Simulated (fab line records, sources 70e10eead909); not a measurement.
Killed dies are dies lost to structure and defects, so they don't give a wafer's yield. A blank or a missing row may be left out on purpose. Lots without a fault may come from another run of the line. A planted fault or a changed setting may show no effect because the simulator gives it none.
Chamber matching | flow nand_harc | NHARC_A_M0_DESCUM_14 on rie_diel-03: 4 sister chambers
The step chemistry O2, time 3 s. 4 wafers are shown with their chamber, then 11 later ones without.

WAFERS WITH THEIR CHAMBER
wafer  | chamber | oes_product_au (a.u.)
L086.2 | 0       | 0.971
L088.3 | 3       | 1.009
L088.4 | 1       | 1.003
L090.1 | 2       | 0.994

WAFERS WITHOUT THEIR CHAMBER
wafer  | oes_product_au (a.u.)
L090.5 | 1.009
L090.6 | 1.002
L092.1 | 0.990
L092.2 | 0.992
L092.5 | 0.991
L097.3 | 1.002
L097.5 | 0.979
L097.6 | 1.010
L096.1 | 0.980
L096.3 | 0.979
L096.4 | 0.998

WHICH CHAMBER EACH WENT THROUGH
wafer  | from the rows above          | in truth
L090.5 | can't be placed: 3 or 1      | 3
L090.6 | can't be placed: 1 or 3 or 2 | 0
L092.1 | can't be placed: 2 or 1      | 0
L092.2 | can't be placed: 2 or 1      | 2
L092.5 | can't be placed: 2 or 1      | 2
L097.3 | can't be placed: 1 or 3 or 2 | 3
L097.5 | can't be placed: 0 or 2      | 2
L097.6 | can't be placed: 3 or 1      | 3
L096.1 | can't be placed: 0 or 2      | 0
L096.3 | can't be placed: 0 or 2      | 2
L096.4 | can't be placed: 2 or 1 or 3 | 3
Placed correctly: 0 of 11. Can't be placed from these rows: 11 (the true chamber is among the candidates in 9). Placed wrongly: 0.
How it was worked out, from the rows above alone: a wafer's distance from a chamber is the root of the sum, over the readings, of the square of ((its reading less the chamber's mean) divided by the reading's scatter). The wafer belongs to the nearest chamber; if the next one is less than 2 further off, it can't be placed. A chamber's mean is the mean of its shown wafers. The scatter: with one shown wafer a chamber, the root of the mean of the squares of how far each hidden wafer lies from its nearest shown one.
